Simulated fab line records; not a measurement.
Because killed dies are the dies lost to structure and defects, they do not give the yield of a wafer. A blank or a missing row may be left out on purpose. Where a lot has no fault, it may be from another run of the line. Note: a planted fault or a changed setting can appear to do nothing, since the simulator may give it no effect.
Which tool did it? || flow n5-finfet || 10 lots with 28 wafers sampled at 6 steps, on a route of 1938 steps

WHAT THE GAUGES SHOWED, per wafer
N5_BEOL_M4_RC_MEAS_101. Usual: DIBL_N 35.4 mV/V, standard deviation 2.1; DIBL_P 34.8 mV/V, standard deviation 2.6; IOFF_N 0.15 nA/um, standard deviation 0.037; IOFF_P 0.19 nA/um, standard deviation 0.037; ION_N 677 uA/um, standard deviation 16; ION_P 462 uA/um, standard deviation 9.3; SS_N 71.4 mV/dec, standard deviation 0.75; SS_P 72.9 mV/dec, standard deviation 0.77; VT_N 250 mV, standard deviation 3.7; VT_P -251 mV, standard deviation 3.5.
{"lot": "L879", "measured": "day 8 15:54", "on": "prober-02", "DIBL_N (mV/V)": "34.8 35.0 33.1", "DIBL_P (mV/V)": "32.0 32.7 30.1", "IOFF_N (nA/um)": "0.13 0.14 0.11", "IOFF_P (nA/um)": "0.19 0.20 0.17", "ION_N (uA/um)": "679 682 672", "ION_P (uA/um)": "472 478 470", "SS_N (mV/dec)": "70.9 71.0 70.0", "SS_P (mV/dec)": "72.6 72.5 72.6", "VT_N (mV)": "250 249 253", "VT_P (mV)": "-248 -250 -251", "flag": ""}
{"lot": "L885", "measured": "day 10 10:59", "on": "prober-01", "DIBL_N (mV/V)": "35.8 36.7", "DIBL_P (mV/V)": "35.1 35.7", "IOFF_N (nA/um)": "0.16 0.16", "IOFF_P (nA/um)": "0.19 0.20", "ION_N (uA/um)": "697 690", "ION_P (uA/um)": "474 471", "SS_N (mV/dec)": "71.5 71.1", "SS_P (mV/dec)": "72.5 72.8", "VT_N (mV)": "246 247", "VT_P (mV)": "-249 -250", "flag": ""}
{"lot": "L886", "measured": "day 10 10:04", "on": "prober-01", "DIBL_N (mV/V)": "35.4 37.0", "DIBL_P (mV/V)": "34.8 37.2", "IOFF_N (nA/um)": "0.16 0.20", "IOFF_P (nA/um)": "0.21 0.26", "ION_N (uA/um)": "662 682", "ION_P (uA/um)": "463 465", "SS_N (mV/dec)": "71.6 73.0", "SS_P (mV/dec)": "72.6 73.6", "VT_N (mV)": "246 245", "VT_P (mV)": "-248 -245", "flag": ""}
{"lot": "L893", "measured": "day 11 20:48", "on": "prober-02", "DIBL_N (mV/V)": "38.6 33.9 39.1", "DIBL_P (mV/V)": "39.2 33.0 38.8", "IOFF_N (nA/um)": "0.20 0.12 0.18", "IOFF_P (nA/um)": "0.24 0.15 0.23", "ION_N (uA/um)": "681 668 672", "ION_P (uA/um)": "474 460 464", "SS_N (mV/dec)": "72.1 71.0 71.7", "SS_P (mV/dec)": "73.5 72.4 73.8", "VT_N (mV)": "248 252 251", "VT_P (mV)": "-249 -255 -251", "flag": ""}
{"lot": "L895", "measured": "day 12 05:58", "on": "prober-01", "DIBL_N (mV/V)": "33.1 32.3 33.5", "DIBL_P (mV/V)": "32.2 31.9 33.4", "IOFF_N (nA/um)": "0.11 0.11 0.13", "IOFF_P (nA/um)": "0.15 0.15 0.16", "ION_N (uA/um)": "662 682 668", "ION_P (uA/um)": "448 472 456", "SS_N (mV/dec)": "69.8 70.4 71.0", "SS_P (mV/dec)": "71.9 73.0 72.7", "VT_N (mV)": "252 253 251", "VT_P (mV)": "-255 -253 -251", "flag": ""}
{"lot": "L894", "measured": "day 12 14:50", "on": "prober-01", "DIBL_N (mV/V)": "37.6 35.6 38.4", "DIBL_P (mV/V)": "37.1 36.4 37.6", "IOFF_N (nA/um)": "0.17 0.13 0.22", "IOFF_P (nA/um)": "0.22 0.20 0.24", "ION_N (uA/um)": "678 662 669", "ION_P (uA/um)": "467 464 460", "SS_N (mV/dec)": "71.9 71.2 72.4", "SS_P (mV/dec)": "73.8 72.4 73.7", "VT_N (mV)": "248 254 249", "VT_P (mV)": "-246 -250 -248", "flag": ""}
{"lot": "L897", "measured": "day 12 22:39", "on": "prober-01", "DIBL_N (mV/V)": "36.2 37.5 37.8", "DIBL_P (mV/V)": "36.9 38.8 38.8", "IOFF_N (nA/um)": "0.18 0.21 0.20", "IOFF_P (nA/um)": "0.22 0.25 0.24", "ION_N (uA/um)": "694 697 696", "ION_P (uA/um)": "472 472 471", "SS_N (mV/dec)": "72.3 72.2 72.2", "SS_P (mV/dec)": "72.9 73.3 73.0", "VT_N (mV)": "247 246 245", "VT_P (mV)": "-249 -249 -245", "flag": ""}
{"lot": "L899", "measured": "day 13 15:49", "on": "prober-01", "DIBL_N (mV/V)": "40.6 38.2 36.6", "DIBL_P (mV/V)": "40.7 37.9 36.7", "IOFF_N (nA/um)": "0.28 0.23 0.18", "IOFF_P (nA/um)": "0.31 0.25 0.22", "ION_N (uA/um)": "709 708 702", "ION_P (uA/um)": "480 479 478", "SS_N (mV/dec)": "73.2 72.2 72.0", "SS_P (mV/dec)": "74.6 73.6 73.9", "VT_N (mV)": "241 244 246", "VT_P (mV)": "-246 -245 -247", "flag": ""}
{"lot": "L901", "measured": "day 14 14:02", "on": "prober-02", "DIBL_N (mV/V)": "38.0 36.1 36.0", "DIBL_P (mV/V)": "40.0 37.1 36.9", "IOFF_N (nA/um)": "0.22 0.18 0.17", "IOFF_P (nA/um)": "0.26 0.23 0.21", "ION_N (uA/um)": "710 701 689", "ION_P (uA/um)": "477 476 467", "SS_N (mV/dec)": "72.6 71.7 71.4", "SS_P (mV/dec)": "73.7 73.3 73.6", "VT_N (mV)": "242 247 246", "VT_P (mV)": "-247 -250 -250", "flag": ""}
{"lot": "L900", "measured": "day 14 15:19", "on": "prober-01", "DIBL_N (mV/V)": "35.5 32.7 35.4", "DIBL_P (mV/V)": "35.0 31.9 36.6", "IOFF_N (nA/um)": "0.15 0.11 0.16", "IOFF_P (nA/um)": "0.23 0.18 0.25", "ION_N (uA/um)": "676 672 688", "ION_P (uA/um)": "468 472 474", "SS_N (mV/dec)": "71.7 70.3 71.5", "SS_P (mV/dec)": "73.1 71.7 72.9", "VT_N (mV)": "254 254 249", "VT_P (mV)": "-243 -247 -244", "flag": ""}

WHAT TOOL EACH LOT RAN ON (gives the tool, then ch and the chambers of the sampled wafers, and finally the start)
{"lot": "L879", "N5_BEOL_M0_SPUTTER_134": "pvd-sputter-02, day 6 11:54", "N5_BEOL_M0_ANNEAL_135": "pvd-sputter-02, day 6 11:59", "N5_BEOL_M0_ECD_118": "ecd-cu-01 ch 0,1, day 6 12:10", "N5_BEOL_M0_ANNEAL_119": "rtp-anneal-02 ch 0, day 6 12:31", "N5_BEOL_M0_CMP_120": "cmp-01 ch 0,1,2, day 6 12:46"}
{"lot": "L885", "N5_BEOL_M0_SPUTTER_134": "pvd-sputter-02, day 8 01:56", "N5_BEOL_M0_ANNEAL_135": "pvd-sputter-02, day 8 02:01", "N5_BEOL_M0_ECD_118": "ecd-cu-01 ch 0,1, day 8 02:11", "N5_BEOL_M0_ANNEAL_119": "rtp-anneal-02 ch 0, day 8 02:38", "N5_BEOL_M0_CMP_120": "cmp-02 ch 1,2, day 8 02:58"}
{"lot": "L886", "N5_BEOL_M0_SPUTTER_134": "pvd-sputter-01, day 8 05:12", "N5_BEOL_M0_ANNEAL_135": "pvd-sputter-01, day 8 05:17", "N5_BEOL_M0_ECD_118": "ecd-cu-01 ch 0,1, day 8 05:26", "N5_BEOL_M0_ANNEAL_119": "rtp-anneal-02 ch 0, day 8 05:34", "N5_BEOL_M0_CMP_120": "cmp-02 ch 2,3, day 8 05:53"}
{"lot": "L893", "N5_BEOL_M0_SPUTTER_134": "pvd-sputter-02, day 10 01:26", "N5_BEOL_M0_ANNEAL_135": "pvd-sputter-02, day 10 01:31", "N5_BEOL_M0_ECD_118": "ecd-cu-02 ch 0,1, day 10 01:41", "N5_BEOL_M0_ANNEAL_119": "rtp-anneal-01 ch 0, day 10 01:48", "N5_BEOL_M0_CMP_120": "cmp-01 ch 1,2, day 10 02:32"}
{"lot": "L895", "N5_BEOL_M0_SPUTTER_134": "pvd-sputter-02, day 10 05:20", "N5_BEOL_M0_ANNEAL_135": "pvd-sputter-02, day 10 05:25", "N5_BEOL_M0_ECD_118": "ecd-cu-02 ch 0,1, day 10 05:35", "N5_BEOL_M0_ANNEAL_119": "rtp-anneal-02 ch 0, day 10 05:45", "N5_BEOL_M0_CMP_120": "cmp-04 ch 0,1, day 10 06:01"}
{"lot": "L894", "N5_BEOL_M0_SPUTTER_134": "pvd-sputter-02, day 10 08:14", "N5_BEOL_M0_ANNEAL_135": "pvd-sputter-02, day 10 08:19", "N5_BEOL_M0_ECD_118": "ecd-cu-02 ch 0,1, day 10 08:28", "N5_BEOL_M0_ANNEAL_119": "rtp-anneal-01 ch 0, day 10 08:33", "N5_BEOL_M0_CMP_120": "cmp-02 ch 0,1, day 10 08:53"}
{"lot": "L897", "N5_BEOL_M0_SPUTTER_134": "pvd-sputter-03, day 10 18:35", "N5_BEOL_M0_ANNEAL_135": "pvd-sputter-03, day 10 18:40", "N5_BEOL_M0_ECD_118": "ecd-cu-02 ch 0,1, day 10 18:51", "N5_BEOL_M0_ANNEAL_119": "rtp-anneal-01 ch 0, day 10 19:00", "N5_BEOL_M0_CMP_120": "cmp-04 ch 2,3, day 10 19:13"}
{"lot": "L899", "N5_BEOL_M0_SPUTTER_134": "pvd-sputter-02, day 11 07:55", "N5_BEOL_M0_ANNEAL_135": "pvd-sputter-02, day 11 07:59", "N5_BEOL_M0_ECD_118": "ecd-cu-01 ch 0,1, day 11 08:09", "N5_BEOL_M0_ANNEAL_119": "rtp-anneal-01 ch 0, day 11 08:14", "N5_BEOL_M0_CMP_120": "cmp-04 ch 1,2,3, day 11 08:36"}
{"lot": "L901", "N5_BEOL_M0_SPUTTER_134": "pvd-sputter-01, day 11 17:32", "N5_BEOL_M0_ANNEAL_135": "pvd-sputter-01, day 11 17:37", "N5_BEOL_M0_ECD_118": "ecd-cu-01 ch 0,1, day 11 17:46", "N5_BEOL_M0_ANNEAL_119": "rtp-anneal-01 ch 0, day 11 17:52", "N5_BEOL_M0_CMP_120": "cmp-02 ch 0,1,2, day 11 18:13"}
{"lot": "L900", "N5_BEOL_M0_SPUTTER_134": "pvd-sputter-03, day 11 20:11", "N5_BEOL_M0_ANNEAL_135": "pvd-sputter-03, day 11 20:16", "N5_BEOL_M0_ECD_118": "ecd-cu-01 ch 0,1, day 11 20:26", "N5_BEOL_M0_ANNEAL_119": "rtp-anneal-02 ch 0, day 11 20:31", "N5_BEOL_M0_CMP_120": "cmp-02 ch 0,1,3, day 11 20:49"}
- N5_BEOL_M0_SPUTTER_134: material Cu, target thk 4 nm, time 7.37 s.
- N5_BEOL_M0_ANNEAL_135: time 60 s.
- N5_BEOL_M0_ECD_118: material Cu, target thk 300 nm.
- N5_BEOL_M0_ANNEAL_119: time 90 s.
- N5_BEOL_M0_CMP_120: polishes, stops on SiOC, t overpolish 6.9 s.

WHAT THE TOOLS THEMSELVES READ (means of the sampled wafers that have a number; where no wafer has one, the mark that the record gives instead)
N5_BEOL_M0_SPUTTER_134. Usual: throttle-valve-pct at 30.5 %, with a standard deviation of 0.88.
{"lot": "L879", "tool": "pvd-sputter-02", "throttle-valve-pct (%)": 30.3, "flag": ""}
{"lot": "L885", "tool": "pvd-sputter-02", "throttle-valve-pct (%)": 30.1, "flag": ""}
{"lot": "L886", "tool": "pvd-sputter-01", "throttle-valve-pct (%)": 29.9, "flag": ""}
{"lot": "L893", "tool": "pvd-sputter-02", "throttle-valve-pct (%)": 30.3, "flag": ""}
{"lot": "L895", "tool": "pvd-sputter-02", "throttle-valve-pct (%)": 30.3, "flag": ""}
{"lot": "L894", "tool": "pvd-sputter-02", "throttle-valve-pct (%)": 30.4, "flag": ""}
{"lot": "L897", "tool": "pvd-sputter-03", "throttle-valve-pct (%)": 31.4, "flag": ""}
{"lot": "L899", "tool": "pvd-sputter-02", "throttle-valve-pct (%)": 30.4, "flag": ""}
{"lot": "L901", "tool": "pvd-sputter-01", "throttle-valve-pct (%)": 31.2, "flag": ""}
{"lot": "L900", "tool": "pvd-sputter-03", "throttle-valve-pct (%)": 31.1, "flag": ""}

N5_BEOL_M0_ANNEAL_135. Usual: heater-power-w at 840 W, with a standard deviation of 58.
{"lot": "L879", "tool": "pvd-sputter-02", "heater-power-w (W)": 829, "flag": ""}
{"lot": "L885", "tool": "pvd-sputter-02", "heater-power-w (W)": 792, "flag": ""}
{"lot": "L886", "tool": "pvd-sputter-01", "heater-power-w (W)": 928, "flag": ""}
{"lot": "L893", "tool": "pvd-sputter-02", "heater-power-w (W)": 823, "flag": ""}
{"lot": "L895", "tool": "pvd-sputter-02", "heater-power-w (W)": 817, "flag": ""}
{"lot": "L894", "tool": "pvd-sputter-02", "heater-power-w (W)": 840, "flag": ""}
{"lot": "L897", "tool": "pvd-sputter-03", "heater-power-w (W)": 888, "flag": ""}
{"lot": "L899", "tool": "pvd-sputter-02", "heater-power-w (W)": 822, "flag": ""}
{"lot": "L901", "tool": "pvd-sputter-01", "heater-power-w (W)": 820, "flag": ""}
{"lot": "L900", "tool": "pvd-sputter-03", "heater-power-w (W)": 838, "flag": ""}

N5_BEOL_M0_ANNEAL_119. Usual: anneal-temp-c 225.00 C, standard deviation 0.18; anneal-temp-c-max 225.8, standard deviation 0.35; wafer_temp_C_max 225.79, standard deviation 0.24.
{"lot": "L879", "tool": "rtp-anneal-02", "anneal-temp-c (C)": 224.96, "anneal-temp-c-max": 225.6, "wafer_temp_C_max": 225.54, "flag": ""}
{"lot": "L885", "tool": "rtp-anneal-02", "anneal-temp-c (C)": 224.99, "anneal-temp-c-max": 225.6, "wafer_temp_C_max": 225.69, "flag": ""}
{"lot": "L886", "tool": "rtp-anneal-02", "anneal-temp-c (C)": 224.82, "anneal-temp-c-max": 225.4, "wafer_temp_C_max": 225.82, "flag": ""}
{"lot": "L893", "tool": "rtp-anneal-01", "anneal-temp-c (C)": 225.04, "anneal-temp-c-max": 226.0, "wafer_temp_C_max": 225.74, "flag": ""}
{"lot": "L895", "tool": "rtp-anneal-02", "anneal-temp-c (C)": 224.94, "anneal-temp-c-max": 225.4, "wafer_temp_C_max": 225.60, "flag": ""}
{"lot": "L894", "tool": "rtp-anneal-01", "anneal-temp-c (C)": 225.11, "anneal-temp-c-max": 226.2, "wafer_temp_C_max": 226.03, "flag": ""}
{"lot": "L897", "tool": "rtp-anneal-01", "anneal-temp-c (C)": 225.13, "anneal-temp-c-max": 226.2, "wafer_temp_C_max": 225.58, "flag": ""}
{"lot": "L899", "tool": "rtp-anneal-01", "anneal-temp-c (C)": 224.93, "anneal-temp-c-max": 225.9, "wafer_temp_C_max": 226.10, "flag": ""}
{"lot": "L901", "tool": "rtp-anneal-01", "anneal-temp-c (C)": 225.13, "anneal-temp-c-max": 226.2, "wafer_temp_C_max": 225.69, "flag": ""}
{"lot": "L900", "tool": "rtp-anneal-02", "anneal-temp-c (C)": 225.22, "anneal-temp-c-max": 225.8, "wafer_temp_C_max": 225.67, "flag": ""}

N5_BEOL_M0_CMP_120. Usual: motor-current-A 6.0 A, standard deviation 0.53; time-to-endpoint-s 63 s, standard deviation 3.3.
{"lot": "L879", "tool": "cmp-01", "motor-current-A (A)": 6.2, "time-to-endpoint-s (s)": 59, "flag": ""}
{"lot": "L885", "tool": "cmp-02", "motor-current-A (A)": 6.2, "time-to-endpoint-s (s)": 80, "flag": "OFF"}
{"lot": "L886", "tool": "cmp-02", "motor-current-A (A)": 5.8, "time-to-endpoint-s (s)": 81, "flag": "OFF"}
{"lot": "L893", "tool": "cmp-01", "motor-current-A (A)": 7.1, "time-to-endpoint-s (s)": 62, "flag": ""}
{"lot": "L895", "tool": "cmp-04", "motor-current-A (A)": 6.2, "time-to-endpoint-s (s)": 61, "flag": ""}
{"lot": "L894", "tool": "cmp-02", "motor-current-A (A)": 5.8, "time-to-endpoint-s (s)": 67, "flag": ""}
{"lot": "L897", "tool": "cmp-04", "motor-current-A (A)": 6.1, "time-to-endpoint-s (s)": 65, "flag": ""}
{"lot": "L899", "tool": "cmp-04", "motor-current-A (A)": 6.3, "time-to-endpoint-s (s)": 63, "flag": ""}
{"lot": "L901", "tool": "cmp-02", "motor-current-A (A)": 6.0, "time-to-endpoint-s (s)": 65, "flag": ""}
{"lot": "L900", "tool": "cmp-02", "motor-current-A (A)": 5.4, "time-to-endpoint-s (s)": 65, "flag": ""}

THE ANSWER, worked out from the rows above alone
Rule: take the mean of a lot's wafers that have a number; if it is more than 3 standard deviations from the usual mean, the lot is off. Also off: a lot with no number at a reading for which 4 or more lots have one. Where the step has rows for the other lots, those lots are counted as sound. First the gauges in route order, then the tools' own readings, where a lot's mean is used as printed above. At the first step where some lot is off, the reading lying furthest off is the one used; lots without a number count as furthest.
Off, at N5_BEOL_M0_CMP_120 on time-to-endpoint-s: L885, L886.
If a tool, at that step or one of the process steps before it, ran each lot that is off and ran no sound lot following the first of them, it fits. None of those tried fits.

WHAT WAS PUT IN BY THE SIMULATOR
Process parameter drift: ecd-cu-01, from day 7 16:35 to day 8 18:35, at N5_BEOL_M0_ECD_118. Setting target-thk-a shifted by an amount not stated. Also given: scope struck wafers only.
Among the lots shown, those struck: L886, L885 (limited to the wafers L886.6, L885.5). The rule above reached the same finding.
